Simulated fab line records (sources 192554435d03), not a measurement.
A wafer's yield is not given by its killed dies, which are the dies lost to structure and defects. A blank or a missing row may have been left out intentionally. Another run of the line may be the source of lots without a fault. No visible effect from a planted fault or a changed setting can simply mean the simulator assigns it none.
fab line records :: flow n5-finfet
record:
  lots: 5
  wafers: 15
  last-day: 15
route steps=1938 shown BEOL_M10@1529 BEOL_M11@1536 PASSIVATION@1936
lots with no fault: from the same line, run without faults
start-h: hours from the record's opening day to when the first of the lot's shown wafers began :: wait-h: time in hours since the lot's previous step :: " as in the row above :: L1.1+2: a row that stands for several wafers :: - no value, or no start was given :: * or withheld: withheld :: < > ~ a bound
route shown NAME@n: NAME is a module with steps in the file, n the number in the route of the first one :: usual: the fault-free wafers' mean and standard deviation :: same: alike in all rows :: chamber/n: place in a boat :: sites: the reading at each site :: _std_site: the values' standard deviation :: _edge_site: inner sites' mean taken away from outer sites' mean :: radius-mm: for every site, how far away it sits from the centre of the wafer :: mask NAME#n: copy n :: behind: the last tool/chamber to shape the wafer :: hold: what put the lot on hold/how long, in hours/how the hold closed :: device: names the non-switching transistor (n, p or np) :: end of line: at the end of the route, the tests of the same wafers :: a step with no rows: only its recipe :: killed: not the wafer's yield, but the dies lost to structure and defects at the first sort :: map: the dies of a wafer, with x for killed, . for not killed, _ for no die there
set.NAME: the setting that was run; set.NAME@STEP: the one run at that earlier step :: model.NAME: the simulator's own value behind a step, which no gauge read
lots seen at some steps along the route; tables by step, rows by wafer
services: the hour from which a tool's chamber was out of use, counted from the record's first day as start-h (under 0 if before that day), plus the number of hours and why
== steps ==
step: N5_BEOL_M10_ANNEAL_51
recipe:
  temp-c: 225
  time-s: 90
  ambient: N2
step: N5_BEOL_M10_CMP_52
recipe:
  stop-on: SiCOH_lowk
  t-overpolish-s: 7
  down-force-psi: 1
  platen-rpm: 50
  clearing-platen-down-force-psi: 1.5
  clearing-platen-rpm: 50
  post-cmp-clean: cu-alkaline
  target-thk-nm: 140
  clearing-platen-pad-velocity-m-s: 0.99484
  pad-velocity-m-s: 0.99484
step: N5_BEOL_M10_PRE_CLEAN_55
recipe:
  gas: NH3
  time-s: 15
  temp-c: withheld
  rf-power-w: 300
step: N5_BEOL_M10_DEP_56
recipe:
  material: SiCN
  target-thk-a: 150
  temp-c: withheld
  precursor: 3MS/NH3
  pressure-torr: 3
  rf-w: 202
  time-s: 26.5
step: N5_BEOL_M11_ILD_DEP_00
recipe:
  material: SiCOH_lowk
  target-thk-a: 3085.1
  temp-c: 300
  precursor: DEMS/porogen
  pressure-torr: 5
  rf-w: 500
  time-s: 58
step: N5_BEOL_M11_CURE_71
recipe:
  temp-c: 385
  time-s: 240
  ambient: He/Ar
  material: SiCOH_lowk
step: N5_BEOL_M11_PECVD_70
recipe:
  material: SiO2
  target-thk-a: 200
  temp-c: 400
  precursor: TEOS/O2
  pressure-torr: 5.5
  rf-w: 450
  teos-flow-sccm: 53.8
  gas: O2
  flow-sccm: 3000
  time-s: 22.7
step: N5_BEOL_M11_HM_DEP_02
recipe:
  material: TiN
  target-thk-a: 200
  temp-c: 25
  chamber-pressure-pa: 0.49996
step: N5_BEOL_M11_COAT_59
recipe:
  resist: SOC
  temp-c: 250
  time-s: 60
  spin-rpm: 1500
  resist-thk-nm: 100
usual:
  resist-line-temp-C: 23.04/0.12
  spin-speed-rpm: 1499.8/0.89
lot.wafer: L741.2
tool: litho-track-01
chamber: 0
start-h: 261.50
wait-h: 0.1
resist-line-temp-C: 23.15
spin-speed-rpm: 1499.8
model.SOC_of_BEOL_M11_COAT_59.thk-nm: 100.2

lot.wafer: L741.3
tool: litho-track-01
chamber: 0
start-h: 261.50
wait-h: 0.1
resist-line-temp-C: 23.01
spin-speed-rpm: 1500.2
model.SOC_of_BEOL_M11_COAT_59.thk-nm: 100

lot.wafer: L741.5
tool: litho-track-01
chamber: 0
start-h: 261.50
wait-h: 0.1
resist-line-temp-C: 23.14
spin-speed-rpm: 1500.2
model.SOC_of_BEOL_M11_COAT_59.thk-nm: 100.2

lot.wafer: L748.1
tool: litho-track-01
chamber: 0
start-h: 291.16
wait-h: 0.1
resist-line-temp-C: 23.04
spin-speed-rpm: 1457.1
model.SOC_of_BEOL_M11_COAT_59.thk-nm: 101.4

lot.wafer: L748.2
tool: litho-track-01
chamber: 0
start-h: 291.16
wait-h: 0.1
resist-line-temp-C: 23.06
spin-speed-rpm: 1458.8
model.SOC_of_BEOL_M11_COAT_59.thk-nm: 101.4

lot.wafer: L748.4
tool: litho-track-01
chamber: 0
start-h: 291.16
wait-h: 0.1
resist-line-temp-C: 22.94
spin-speed-rpm: 1457.3
model.SOC_of_BEOL_M11_COAT_59.thk-nm: 101.4

lot.wafer: L749.2
tool: litho-track-03
chamber: 0
start-h: 302.07
wait-h: 0.1
resist-line-temp-C: 22.93
spin-speed-rpm: 1500.0
model.SOC_of_BEOL_M11_COAT_59.thk-nm: 100

lot.wafer: L749.5
tool: litho-track-03
chamber: 0
start-h: 302.07
wait-h: 0.1
resist-line-temp-C: 23.01
spin-speed-rpm: 1500.4
model.SOC_of_BEOL_M11_COAT_59.thk-nm: 100.2

lot.wafer: L749.6
tool: litho-track-03
chamber: 0
start-h: 302.07
wait-h: 0.1
resist-line-temp-C: 22.95
spin-speed-rpm: 1499.5
model.SOC_of_BEOL_M11_COAT_59.thk-nm: 100.2

lot.wafer: L751.2
tool: litho-track-01
chamber: 0
start-h: 308.36
wait-h: 0.1
resist-line-temp-C: 22.95
spin-speed-rpm: 1458.0
model.SOC_of_BEOL_M11_COAT_59.thk-nm: 101.6

lot.wafer: L751.5
tool: litho-track-01
chamber: 0
start-h: 308.36
wait-h: 0.1
resist-line-temp-C: 22.87
spin-speed-rpm: 1457.2
model.SOC_of_BEOL_M11_COAT_59.thk-nm: 101

lot.wafer: L751.6
tool: litho-track-01
chamber: 0
start-h: 308.36
wait-h: 0.1
resist-line-temp-C: 23.06
spin-speed-rpm: 1457.1
model.SOC_of_BEOL_M11_COAT_59.thk-nm: 101.4

lot.wafer: L752.1
tool: litho-track-01
chamber: 0
start-h: 323.09
wait-h: 0.1
resist-line-temp-C: 23.22
spin-speed-rpm: 1456.8
model.SOC_of_BEOL_M11_COAT_59.thk-nm: 101.4

lot.wafer: L752.3
tool: litho-track-01
chamber: 0
start-h: 323.09
wait-h: 0.1
resist-line-temp-C: 23.19
spin-speed-rpm: 1457.4
model.SOC_of_BEOL_M11_COAT_59.thk-nm: 101.4

lot.wafer: L752.6
tool: litho-track-01
chamber: 0
start-h: 323.09
wait-h: 0.1
resist-line-temp-C: 23.19
spin-speed-rpm: 1457.0
model.SOC_of_BEOL_M11_COAT_59.thk-nm: 101.6
step: N5_BEOL_M11_COAT_60
recipe:
  resist: SiARC
  temp-c: 220
  time-s: 60
  spin-rpm: 1500
  resist-thk-nm: 30
step: N5_BEOL_M11_COAT_05
recipe:
  resist: CAR-ArF
  spin-rpm: 1500
  resist-thk-nm: 90
step: N5_BEOL_M11_EBR_07
recipe:
  solvent: PGMEA
  ebr-width-mm: 1.5
step: N5_BEOL_M11_SOFTBAKE_06
recipe:
  temp-c: 110
  time-s: 60
  resist: CAR-ArF
step: N5_BEOL_M11_EXPOSE_08
recipe:
  mask-id: M11
  na: 1.35
  source-shape: dipole
  sigma-inner: 0.411
  sigma-outer: 0.611
  polarization: te
  dose-mj: 53.75
step: N5_BEOL_M11_PEB_09
recipe:
  peb-temp-c: withheld
  peb-time-s: 60
  resist: CAR-ArF
step: N5_BEOL_M11_DEVELOP_10
recipe:
  develop-time-s: 30
  developer: TMAH
  resist: CAR-ArF
  rinse-liquid: diw
  dry: air-spin
  dev-temp-c: 23
step: N5_BEOL_M11_DESCUM_16
recipe:
  chemistry: O2
  time-s: 7.9
  source-power-w: 50
  bias-power-w: 20
  pressure-mtorr: 20
  rf-frequency-hz: 2.712e+07
  temp-c: 40
  resist: CAR-ArF
  o2-flow-sccm: 225
step: N5_BEOL_M11_ETCH_61
recipe:
  chemistry: CF4
  target: SiARC
  target-depth-a: 390
  mask-material: CAR-ArF
  time-s: 65
  ion-energy-ev: 80
  pressure-mtorr: 40
  source-w: 545
  bias-w: 36
  Ar_flow_sccm: 100
  cf4-flow-sccm: 100
  ends: cleared
step: N5_BEOL_M11_ETCH_62
recipe:
  chemistry: N2/H2
  target: SOC
  target-depth-a: 1100
  overetch-a: 220
  mask-material: SiARC
  temp-c: 40
  time-s: 165
  ion-energy-ev: 200
  pressure-mtorr: 30
  source-w: 840
  bias-w: 150
  n2-flow-sccm: 200
  h2-flow-sccm: 200
usual:
  drypump-motor-current-A: 6.0/0.44
  h2-flow-sccm: 200.0/0.58
  oes-product-au: 0.67/0.083
  rf-vpp-V: 523/3.3
  showerhead-plenum-p-Torr: 2.52/0.11
  throttle-valve-pct: 17.87/0.3
lot.wafer: L741.2
tool: rie-diel-06
chamber: 2
start-h: 261.92
wait-h: 0.0
drypump-motor-current-A: 5.6
h2-flow-sccm: 200.4
oes-product-au: 0.61
rf-hours-counter-h: 188
rf-vpp-V: 527
showerhead-plenum-p-Torr: 2.63
throttle-valve-pct: 17.94
model.etch.depth-nm: 100.1

lot.wafer: L741.3
tool: rie-diel-06
chamber: 0
start-h: 261.92
wait-h: 0.0
drypump-motor-current-A: 6.0
h2-flow-sccm: 198.7
oes-product-au: 0.81
rf-hours-counter-h: 13
rf-vpp-V: 522
showerhead-plenum-p-Torr: 2.49
throttle-valve-pct: 17.35
model.etch.depth-nm: 99.99

lot.wafer: L741.5
tool: rie-diel-06
chamber: 2
start-h: 261.92
wait-h: 0.0
drypump-motor-current-A: 5.6
h2-flow-sccm: 201.5
oes-product-au: 0.61
rf-hours-counter-h: -
rf-vpp-V: 526
showerhead-plenum-p-Torr: 2.63
throttle-valve-pct: 17.94
model.etch.depth-nm: 100.2

lot.wafer: L748.1
tool: rie-diel-06
chamber: 2
start-h: 291.57
wait-h: 0.0
drypump-motor-current-A: 5.6
h2-flow-sccm: 200.8
oes-product-au: 0.61
rf-hours-counter-h: 199
rf-vpp-V: 526
showerhead-plenum-p-Torr: 2.62
throttle-valve-pct: 17.97
model.etch.depth-nm: 101.4

lot.wafer: L748.2
tool: rie-diel-06
chamber: 1
start-h: 291.57
wait-h: 0.0
drypump-motor-current-A: 6.0
h2-flow-sccm: 200.2
oes-product-au: 0.65
rf-hours-counter-h: 147
rf-vpp-V: 517
showerhead-plenum-p-Torr: 2.34
throttle-valve-pct: 17.72
model.etch.depth-nm: 101.3

lot.wafer: L748.4
tool: rie-diel-06
chamber: 0
start-h: 291.57
wait-h: 0.0
drypump-motor-current-A: 6.0
h2-flow-sccm: 199.9
oes-product-au: 0.78
rf-hours-counter-h: 23
rf-vpp-V: 522
showerhead-plenum-p-Torr: 2.49
throttle-valve-pct: 17.36
model.etch.depth-nm: 101.3

lot.wafer: L749.2
tool: rie-diel-02
chamber: 0
start-h: 302.67
wait-h: 0.0
drypump-motor-current-A: 6.8
h2-flow-sccm: 199.8
oes-product-au: 0.74
rf-hours-counter-h: 39
rf-vpp-V: 529
showerhead-plenum-p-Torr: 2.68
throttle-valve-pct: 17.37
model.etch.depth-nm: 100

lot.wafer: L749.5
tool: rie-diel-02
chamber: 1
start-h: 302.67
wait-h: 0.0
drypump-motor-current-A: 5.6
h2-flow-sccm: 199.6
oes-product-au: 0.62
rf-hours-counter-h: -
rf-vpp-V: 525
showerhead-plenum-p-Torr: 2.63
throttle-valve-pct: 17.82
model.etch.depth-nm: 100.3

lot.wafer: L749.6
tool: rie-diel-02
chamber: 0
start-h: 302.67
wait-h: 0.0
drypump-motor-current-A: 6.8
h2-flow-sccm: 200.4
oes-product-au: 0.75
rf-hours-counter-h: -
rf-vpp-V: 527
showerhead-plenum-p-Torr: 2.68
throttle-valve-pct: 17.38
model.etch.depth-nm: 100.2

lot.wafer: L751.2
tool: rie-diel-01
chamber: 2
start-h: 308.90
wait-h: 0.0
drypump-motor-current-A: 5.4
h2-flow-sccm: 200.4
oes-product-au: 0.64
rf-hours-counter-h: 144
rf-vpp-V: 524
showerhead-plenum-p-Torr: 2.55
throttle-valve-pct: 17.90
model.etch.depth-nm: 101.6

lot.wafer: L751.5
tool: rie-diel-01
chamber: 2
start-h: 308.90
wait-h: 0.0
drypump-motor-current-A: 5.4
h2-flow-sccm: 200.2
oes-product-au: 0.62
rf-hours-counter-h: -
rf-vpp-V: 523
showerhead-plenum-p-Torr: 2.55
throttle-valve-pct: 17.91
model.etch.depth-nm: 101

lot.wafer: L751.6
tool: rie-diel-01
chamber: 0
start-h: 308.90
wait-h: 0.0
drypump-motor-current-A: 5.9
h2-flow-sccm: 199.3
oes-product-au: 0.60
rf-hours-counter-h: -
rf-vpp-V: 523
showerhead-plenum-p-Torr: 2.50
throttle-valve-pct: 18.27
model.etch.depth-nm: 101.4

lot.wafer: L752.1
tool: rie-diel-02
chamber: 0
start-h: 323.74
wait-h: 0.0
drypump-motor-current-A: 6.8
h2-flow-sccm: 200.2
oes-product-au: 0.74
rf-hours-counter-h: 47
rf-vpp-V: 529
showerhead-plenum-p-Torr: 2.68
throttle-valve-pct: 17.38
model.etch.depth-nm: 101.4

lot.wafer: L752.3
tool: rie-diel-02
chamber: 2
start-h: 323.74
wait-h: 0.0
drypump-motor-current-A: 6.7
h2-flow-sccm: 199.6
oes-product-au: 0.65
rf-hours-counter-h: 162
rf-vpp-V: 518
showerhead-plenum-p-Torr: 2.34
throttle-valve-pct: 17.96
model.etch.depth-nm: 101.4

lot.wafer: L752.6
tool: rie-diel-02
chamber: 2
start-h: 323.74
wait-h: 0.0
drypump-motor-current-A: 6.6
h2-flow-sccm: 199.9
oes-product-au: 0.64
rf-hours-counter-h: -
rf-vpp-V: 519
showerhead-plenum-p-Torr: 2.34
throttle-valve-pct: 17.95
model.etch.depth-nm: 101.6
step: N5_BEOL_M11_STRIP_68
recipe:
  chemistry: N2/H2
  temp-c: 40
  n2-flow-sccm: 200
  h2-flow-sccm: 200
  rf-frequency-hz: 6e+07
step: N5_BEOL_M11_STRIP_67
recipe:
  chemistry: CF4
  resist: SiARC
  power-w: 300
  bias-power-w: 75
  pressure-mtorr: 50
  cf4-flow-sccm: 150
  rf-frequency-hz: 6e+07
step: N5_BEOL_M11_HM_OPEN_17
recipe:
  chemistry: Cl2/BCl3
  target-depth-a: 200
  overetch-a: 60
  target: TiN
  mask-material: SOC
  ion-energy-ev: 150
  pressure-mtorr: 10
  icp-w: 1000
  bias-w: 126
  Cl2_flow_sccm: 53.25
  bcl3-flow-sccm: 21.75
  Ar_flow_sccm: 25
usual:
  drypump-motor-current-A: 5.6/0.49
  he-backside-leak-sccm: 3.43/0.23
  oes-product-au: 0.71/0.07
  throttle-valve-pct: 22.06/0.15
lot.wafer: L741.2
tool: rie-metal-03
chamber: 0
start-h: 262.11
wait-h: 0.0
drypump-motor-current-A: 5.4
he-backside-leak-sccm: 3.13
oes-product-au: 0.67
rf-hours-counter-h: 35
throttle-valve-pct: 22.08
model.SOC_of_BEOL_M11_COAT_59.thk-nm: 92.4

lot.wafer: L741.3
tool: rie-metal-03
chamber: 1
start-h: 262.11
wait-h: 0.0
drypump-motor-current-A: 5.3
he-backside-leak-sccm: 3.50
oes-product-au: 0.83
rf-hours-counter-h: -
throttle-valve-pct: 22.05
model.SOC_of_BEOL_M11_COAT_59.thk-nm: 92.2

lot.wafer: L741.5
tool: rie-metal-03
chamber: 1
start-h: 262.11
wait-h: 0.0
drypump-motor-current-A: 5.2
he-backside-leak-sccm: 3.62
oes-product-au: 0.83
rf-hours-counter-h: -
throttle-valve-pct: 22.03
model.SOC_of_BEOL_M11_COAT_59.thk-nm: 92.2

lot.wafer: L748.1
tool: rie-metal-03
chamber: 0
start-h: 291.76
wait-h: 0.0
drypump-motor-current-A: 5.5
he-backside-leak-sccm: 3.00
oes-product-au: 0.67
rf-hours-counter-h: 37
throttle-valve-pct: 22.05
model.SOC_of_BEOL_M11_COAT_59.thk-nm: 93.6

lot.wafer: L748.2
tool: rie-metal-03
chamber: 1
start-h: 291.76
wait-h: 0.0
drypump-motor-current-A: 5.3
he-backside-leak-sccm: 3.83
oes-product-au: 0.82
rf-hours-counter-h: 4
throttle-valve-pct: 22.01
model.SOC_of_BEOL_M11_COAT_59.thk-nm: 93.6

lot.wafer: L748.4
tool: rie-metal-03
chamber: 0
start-h: 291.76
wait-h: 0.0
drypump-motor-current-A: 5.5
he-backside-leak-sccm: 3.27
oes-product-au: 0.67
rf-hours-counter-h: -
throttle-valve-pct: 22.06
model.SOC_of_BEOL_M11_COAT_59.thk-nm: 93.6

lot.wafer: L749.2
tool: rie-metal-03
chamber: 0
start-h: 302.86
wait-h: 0.0
drypump-motor-current-A: 5.5
he-backside-leak-sccm: 3.23
oes-product-au: 0.66
rf-hours-counter-h: 38
throttle-valve-pct: 22.09
model.SOC_of_BEOL_M11_COAT_59.thk-nm: 92.2

lot.wafer: L749.5
tool: rie-metal-03
chamber: 0
start-h: 302.86
wait-h: 0.0
drypump-motor-current-A: 5.4
he-backside-leak-sccm: 3.29
oes-product-au: 0.68
rf-hours-counter-h: -
throttle-valve-pct: 22.05
model.SOC_of_BEOL_M11_COAT_59.thk-nm: 92.4

lot.wafer: L749.6
tool: rie-metal-03
chamber: 1
start-h: 302.86
wait-h: 0.0
drypump-motor-current-A: 5.3
he-backside-leak-sccm: 3.73
oes-product-au: 0.80
rf-hours-counter-h: -
throttle-valve-pct: 22.06
model.SOC_of_BEOL_M11_COAT_59.thk-nm: 92.4

lot.wafer: L751.2
tool: rie-metal-01
chamber: 1
start-h: 309.09
wait-h: 0.0
drypump-motor-current-A: 6.0
he-backside-leak-sccm: 3.98
oes-product-au: 0.58
rf-hours-counter-h: 87
throttle-valve-pct: 22.36
model.SOC_of_BEOL_M11_COAT_59.thk-nm: 93.6

lot.wafer: L751.5
tool: rie-metal-01
chamber: 0
start-h: 309.09
wait-h: 0.0
drypump-motor-current-A: 6.5
he-backside-leak-sccm: 3.45
oes-product-au: 0.75
rf-hours-counter-h: -
throttle-valve-pct: 21.97
model.SOC_of_BEOL_M11_COAT_59.thk-nm: 93

lot.wafer: L751.6
tool: rie-metal-01
chamber: 1
start-h: 309.09
wait-h: 0.0
drypump-motor-current-A: 6.0
he-backside-leak-sccm: 3.68
oes-product-au: 0.58
rf-hours-counter-h: -
throttle-valve-pct: 22.39
model.SOC_of_BEOL_M11_COAT_59.thk-nm: 93.4

lot.wafer: L752.1
tool: rie-metal-02
chamber: 0
start-h: 323.93
wait-h: 0.0
drypump-motor-current-A: 4.9
he-backside-leak-sccm: 3.06
oes-product-au: 0.71
rf-hours-counter-h: 24
throttle-valve-pct: 21.96
model.SOC_of_BEOL_M11_COAT_59.thk-nm: 93.4

lot.wafer: L752.3
tool: rie-metal-02
chamber: 1
start-h: 323.93
wait-h: 0.0
drypump-motor-current-A: 5.9
he-backside-leak-sccm: 3.39
oes-product-au: 0.69
rf-hours-counter-h: -
throttle-valve-pct: 21.81
model.SOC_of_BEOL_M11_COAT_59.thk-nm: 93.4

lot.wafer: L752.6
tool: rie-metal-02
chamber: 1
start-h: 323.93
wait-h: 0.0
drypump-motor-current-A: 5.9
he-backside-leak-sccm: 3.24
oes-product-au: 0.70
rf-hours-counter-h: -
throttle-valve-pct: 21.79
model.SOC_of_BEOL_M11_COAT_59.thk-nm: 93.6
step: N5_BEOL_M11_STRIP_19
recipe:
  chemistry: O2
  power-w: 400
  temp-c: 40
  pressure-mtorr: 30
  rf-frequency-hz: 6e+07
  bias-power-w: 0
  overash-fraction: 0.2
  o2-flow-sccm: 225
step: N5_PASSIVATION_PROBE_49
usual:
  defect-limited-yield: 91.3/1.3
  killed_at_M0_to_M3: 34/9.1
  killed_at_M4_up: 14/5.6
  killed-at-contacts: 13/5.9
  killed-at-front-end: 39/11
  killed-at-other: 3.6/3
  killed-dies: 102/16
  killed-open: 68/12
  killed-short: 33/7.3
  sort_bin_5_function: 5.2/0.89
  sort_bin_6_memory: 3.2/0.68
  sort-n-pass: 1078/16
  sort-yield-pct: 91.3/1.3
same:
  gross-dies: 1180
  killed-at-back-side: 0
  sort_bin_4_leakage[%]: 0
  sort_bin_8_speed[%]: 0
lot.wafer: L748.1
tool: prober-01
chamber: -
start-h: 334.05
wait-h: 0.0
defect-limited-yield[%]: 92.5
killed_at_M0_to_M3: 15
killed_at_M4_up: 14
killed-at-contacts: 16
killed-at-front-end: 43
killed-at-other: 0
killed-dies: 88
killed-open: 58
killed-short: 28
sort_bin_5_function[%]: 4.5
sort_bin_6_memory[%]: 2.8
sort-n-pass: 1092
sort-yield-pct[%]: 92.5

lot.wafer: L748.2
tool: prober-01
chamber: -
start-h: 334.10
wait-h: 0.1
defect-limited-yield[%]: 91.0
killed_at_M0_to_M3: 41
killed_at_M4_up: 14
killed-at-contacts: 12
killed-at-front-end: 38
killed-at-other: 1
killed-dies: 106
killed-open: 61
killed-short: 45
sort_bin_5_function[%]: 6.4
sort_bin_6_memory[%]: 2.5
sort-n-pass: 1074
sort-yield-pct[%]: 91.0

lot.wafer: L748.4
tool: prober-01
chamber: -
start-h: 334.20
wait-h: 0.2
defect-limited-yield[%]: 92.9
killed_at_M0_to_M3: 28
killed_at_M4_up: 14
killed-at-contacts: 13
killed-at-front-end: 28
killed-at-other: 1
killed-dies: 84
killed-open: 60
killed-short: 24
sort_bin_5_function[%]: 4.0
sort_bin_6_memory[%]: 3.0
sort-n-pass: 1096
sort-yield-pct[%]: 92.9
killed by level:class
L748.1 MOL_CONTACT_COAG:geometric-particle:open=12 DUMMY_GATE:geometric-particle:open=10 STI_FIN_REVEAL:geometric-particle:open=9 GATE_CUT:geometric-particle:short=5 BEOL_M5:geometric-particle:open=5 DUMMY_GATE:geometric-particle:short=4 MOL_CONTACT_COAG:geometric-particle:short=4 BEOL_M0_SAQP:geometric-particle:open=4
L748.2 STI_FIN_REVEAL:geometric-particle:open=11 MOL_CONTACT_COAG:geometric-particle:open=11 BEOL_M0_SAQP:geometric-particle:short=10 BEOL_M4:geometric-particle:open=9 STI_FIN_REVEAL:geometric-particle:short=7 BEOL_M0_SAQP:geometric-particle:open=7 BEOL_M2:geometric-particle:open=6 GATE_CUT:geometric-particle:short=5
L748.4 BEOL_M2:geometric-particle:open=14 MOL_CONTACT_COAG:geometric-particle:open=12 BEOL_M4:geometric-particle:open=6 STI_FIN_REVEAL:geometric-particle:open=4 GATE_CUT:geometric-particle:short=4 BEOL_M1:geometric-particle:open=4 BEOL_M5:geometric-particle:open=4 FIN_SAQP:geometric-particle:short=3
== services ==
tool: rie-metal-03
chamber: -
start-h: 242.71
hours: 14.6
kind: pm

tool: rie-metal-03
chamber: -
start-h: 258.27
hours: 1.3
kind: repair

tool: rie-diel-06
chamber: 3
start-h: 274.05
hours: -
kind: clean

tool: rie-diel-06
chamber: 3
start-h: 274.05
hours: -
kind: consumable-replace:focus-ring

tool: rie-diel-06
chamber: 3
start-h: 274.05
hours: -
kind: consumable-replace:showerhead

tool: rie-diel-06
chamber: 3
start-h: 274.05
hours: 15.7
kind: scheduled-down

tool: rie-diel-06
chamber: 3
start-h: 274.05
hours: 15.7
kind: vent-cycle

tool: rie-diel-01
chamber: 3
start-h: 276.59
hours: -
kind: clean

tool: rie-diel-01
chamber: 3
start-h: 276.59
hours: -
kind: consumable-replace:focus-ring

tool: rie-diel-01
chamber: 3
start-h: 276.59
hours: 16.8
kind: scheduled-down

tool: rie-diel-01
chamber: 3
start-h: 276.59
hours: 16.8
kind: vent-cycle

tool: rie-metal-02
chamber: -
start-h: 284.96
hours: 0.4
kind: repair

tool: rie-diel-01
chamber: 1
start-h: 305.06
hours: -
kind: clean

tool: rie-diel-01
chamber: 1
start-h: 305.06
hours: -
kind: consumable-replace:focus-ring

tool: rie-diel-01
chamber: 1
start-h: 305.06
hours: 19.5
kind: scheduled-down

tool: rie-diel-01
chamber: 1
start-h: 305.06
hours: 19.5
kind: vent-cycle

tool: rie-metal-03
chamber: -
start-h: 307.27
hours: 2.8
kind: pm
== key ==
first-sign:
  step: N5_BEOL_M11_COAT_59
  reading: spin-speed-rpm
  direction: down
  sigmas: 47
  usual: *
  struck: *
effect none on later readings
model-effect:
  step: N5_BEOL_M11_COAT_59
  value: SOC_of_BEOL_M11_COAT_59.thk-nm
  without: 99.93
  struck: 101.4
model-effect:
  step: N5_BEOL_M11_ETCH_62
  value: etch.depth-nm
  without: 99.92
  struck: 101.4
model-effect:
  step: N5_BEOL_M11_HM_OPEN_17
  value: SOC_of_BEOL_M11_COAT_59.thk-nm
  without: 92.04
  struck: 93.47
met-at N5_BEOL_M11_COAT_59
struck-wafers L748.1,L748.2,L748.4,L751.2,L751.5,L751.6,L752.1,L752.3,L752.6
baseline-loss:
  step: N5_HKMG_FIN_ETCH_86
  wafers: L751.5
onset-between 261.50 291.16
fault:
  kind: process-parameter-drift
  tool: litho-track-01
  chamber: -
  onset-h: 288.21
  steps: N5_BEOL_M11_COAT_59
  channel: spin-rpm
  offset: *
  shape: step
  end-h: 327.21
  acts-in: *
  stated: *
baseline-loss: these wafers lose ten dies or more at that step, a loss of the line's own and not of a fault; the sort's usual values leave them out
